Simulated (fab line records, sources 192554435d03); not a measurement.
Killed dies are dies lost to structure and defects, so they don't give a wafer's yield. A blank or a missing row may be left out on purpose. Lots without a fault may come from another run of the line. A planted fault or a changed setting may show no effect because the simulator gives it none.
Which tool did it? | flow n5_finfet | 24 lots, 72 wafers sampled, at 3 steps of a route of 1938

WHAT THE GAUGES READ, wafer by wafer
N5_BEOL_M8_THK_MEAS_53: measures by xrf.
lot  | measured     | on            | M8_THK (nm)
L074 | day 8 21:32  | film_metro-01 | 78.0 77.2 74.6
L075 | day 9 17:43  | film_metro-01 | 78.2 78.7 76.6
L077 | day 9 22:14  | film_metro-01 | 79.3 74.2 78.4
L076 | day 10 00:08 | film_metro-02 | 79.5 78.1 76.3
L078 | day 10 10:52 | film_metro-01 | 77.1 76.5 75.6
L080 | day 10 18:31 | film_metro-01 | 79.0 76.6 76.7
L079 | day 10 21:07 | film_metro-02 | 75.5 75.6 76.5
L081 | day 10 23:14 | film_metro-01 | 78.9 78.9 80.2
L082 | day 11 12:42 | film_metro-01 | 76.6 75.1 74.1
L083 | day 11 16:08 | film_metro-01 | 78.2 78.7 77.3
L084 | day 11 16:57 | film_metro-02 | 76.7 79.6 80.6
L085 | day 11 21:40 | film_metro-01 | 75.5 77.4 78.2
L086 | day 12 23:02 | film_metro-01 | 77.6 79.4 77.3
L087 | day 12 23:24 | film_metro-02 | 74.2 76.5 74.2
L089 | day 13 08:19 | film_metro-01 | 78.7 78.9 79.1
L088 | day 13 08:22 | film_metro-02 | 76.2 77.5 81.1
L090 | day 13 14:42 | film_metro-02 | 76.6 78.0 76.9
L092 | day 13 22:19 | film_metro-01 | 80.3 76.8 79.0
L094 | day 13 23:56 | film_metro-01 | 78.9 80.5 74.9
L093 | day 14 07:02 | film_metro-01 | 77.6 77.7 78.5
L091 | day 14 10:34 | film_metro-01 | 79.6 78.7 78.8
L095 | day 15 02:46 | film_metro-01 | 76.6 79.7 78.5
L096 | day 15 10:11 | film_metro-02 | 77.8 81.6 81.2
L097 | day 15 20:24 | film_metro-01 | 76.8 79.0 78.7

WHICH TOOL RAN EACH LOT (tool, then ch and the chambers of the sampled wafers, then the start)
lot  | N5_BEOL_M8_SPUTTER_48        | N5_BEOL_M8_ANNEAL_51
L074 | pvd_sputter-03, day 8 20:44  | rtp_anneal-01 ch 0, day 8 21:05
L075 | pvd_sputter-01, day 9 16:55  | rtp_anneal-02 ch 0, day 9 17:10
L077 | pvd_sputter-01, day 9 21:22  | rtp_anneal-01 ch 0, day 9 21:41
L076 | pvd_sputter-03, day 9 23:20  | rtp_anneal-01 ch 0, day 9 23:32
L078 | pvd_sputter-01, day 10 10:02 | rtp_anneal-02 ch 0, day 10 10:16
L080 | pvd_sputter-01, day 10 17:43 | rtp_anneal-01 ch 0, day 10 17:56
L079 | pvd_sputter-03, day 10 20:02 | rtp_anneal-02 ch 0, day 10 20:35
L081 | pvd_sputter-02, day 10 22:20 | rtp_anneal-02 ch 0, day 10 22:40
L082 | pvd_sputter-01, day 11 11:51 | rtp_anneal-01 ch 0, day 11 12:07
L083 | pvd_sputter-02, day 11 15:19 | rtp_anneal-02 ch 0, day 11 15:32
L084 | pvd_sputter-02, day 11 16:07 | rtp_anneal-01 ch 0, day 11 16:22
L085 | pvd_sputter-03, day 11 20:41 | rtp_anneal-01 ch 0, day 11 21:01
L086 | pvd_sputter-03, day 12 22:01 | rtp_anneal-01 ch 0, day 12 22:26
L087 | pvd_sputter-03, day 12 22:30 | rtp_anneal-02 ch 0, day 12 22:53
L089 | pvd_sputter-03, day 13 07:20 | rtp_anneal-02 ch 0, day 13 07:41
L088 | pvd_sputter-01, day 13 07:25 | rtp_anneal-01 ch 0, day 13 07:51
L090 | pvd_sputter-01, day 13 13:41 | rtp_anneal-02 ch 0, day 13 14:12
L092 | pvd_sputter-02, day 13 21:22 | rtp_anneal-02 ch 0, day 13 21:43
L094 | pvd_sputter-01, day 13 22:54 | rtp_anneal-01 ch 0, day 13 23:20
L093 | pvd_sputter-02, day 14 06:02 | rtp_anneal-02 ch 0, day 14 06:29
L091 | pvd_sputter-01, day 14 09:25 | rtp_anneal-02 ch 0, day 14 09:58
L095 | pvd_sputter-01, day 15 01:52 | rtp_anneal-01 ch 0, day 15 02:09
L096 | pvd_sputter-02, day 15 09:10 | rtp_anneal-02 ch 0, day 15 09:22
L097 | pvd_sputter-02, day 15 19:35 | rtp_anneal-01 ch 0, day 15 19:48
- N5_BEOL_M8_SPUTTER_48: material Cu, target thk 10 nm, time 1.667 s.
- N5_BEOL_M8_ANNEAL_51: time 90 s.

WHAT THE TOOLS THEMSELVES READ (means of the sampled wafers that have a number; where no wafer has one, the mark that the record gives instead)
N5_BEOL_M8_SPUTTER_48.
lot  | tool           | throttle_valve_pct (%)
L074 | pvd_sputter-03 | 30.8
L075 | pvd_sputter-01 | 28.9
L077 | pvd_sputter-01 | 28.8
L076 | pvd_sputter-03 | 29.8
L078 | pvd_sputter-01 | 29.2
L080 | pvd_sputter-01 | 28.8
L079 | pvd_sputter-03 | 30.1
L081 | pvd_sputter-02 | 30.0
L082 | pvd_sputter-01 | 28.6
L083 | pvd_sputter-02 | 29.6
L084 | pvd_sputter-02 | 29.5
L085 | pvd_sputter-03 | 30.7
L086 | pvd_sputter-03 | 30.9
L087 | pvd_sputter-03 | 31.5
L089 | pvd_sputter-03 | 29.9
L088 | pvd_sputter-01 | 28.7
L090 | pvd_sputter-01 | 28.0
L092 | pvd_sputter-02 | 29.1
L094 | pvd_sputter-01 | 28.7
L093 | pvd_sputter-02 | 29.7
L091 | pvd_sputter-01 | 28.6
L095 | pvd_sputter-01 | 28.9
L096 | pvd_sputter-02 | 29.4
L097 | pvd_sputter-02 | 29.9

N5_BEOL_M8_ANNEAL_51.
lot  | tool          | wafer_temp_C_max
L074 | rtp_anneal-01 | 225.66
L075 | rtp_anneal-02 | 225.93
L077 | rtp_anneal-01 | 225.54
L076 | rtp_anneal-01 | 225.70
L078 | rtp_anneal-02 | 225.85
L080 | rtp_anneal-01 | 225.72
L079 | rtp_anneal-02 | 225.57
L081 | rtp_anneal-02 | 225.82
L082 | rtp_anneal-01 | 225.71
L083 | rtp_anneal-02 | 225.88
L084 | rtp_anneal-01 | 225.70
L085 | rtp_anneal-01 | 225.31
L086 | rtp_anneal-01 | 225.69
L087 | rtp_anneal-02 | 225.82
L089 | rtp_anneal-02 | 225.88
L088 | rtp_anneal-01 | 225.53
L090 | rtp_anneal-02 | 225.62
L092 | rtp_anneal-02 | 225.93
L094 | rtp_anneal-01 | 225.61
L093 | rtp_anneal-02 | 225.65
L091 | rtp_anneal-02 | 226.06
L095 | rtp_anneal-01 | 225.75
L096 | rtp_anneal-02 | 225.73
L097 | rtp_anneal-01 | 225.59

THE ANSWER, worked out from the rows above alone
Rule: what is usual is taken from the lots themselves. Put in order of their means at a reading, lots are off if they are a third of the lots or fewer, leave a main group of 4 or more, and stand apart from it by a gap of 3 or more times the standard deviation of the main group's means; of several such gaps the widest counts. A main group whose means are all the same, to the digits that the tables above print for the reading, isn't used. A lot without any number at a reading at which 4 lots or more have one is off too. The other lots that the step has rows for count as sound. The gauges are gone through in route order, then the tools' own readings, and for those a lot's mean is taken as printed above. The first step at which some lot is off is used, and at that step the reading that is off furthest; a lot without a number counts as furthest.
No lot is off at any reading shown: from this, nothing can be told.

WHAT THE SIMULATOR HAD PUT IN
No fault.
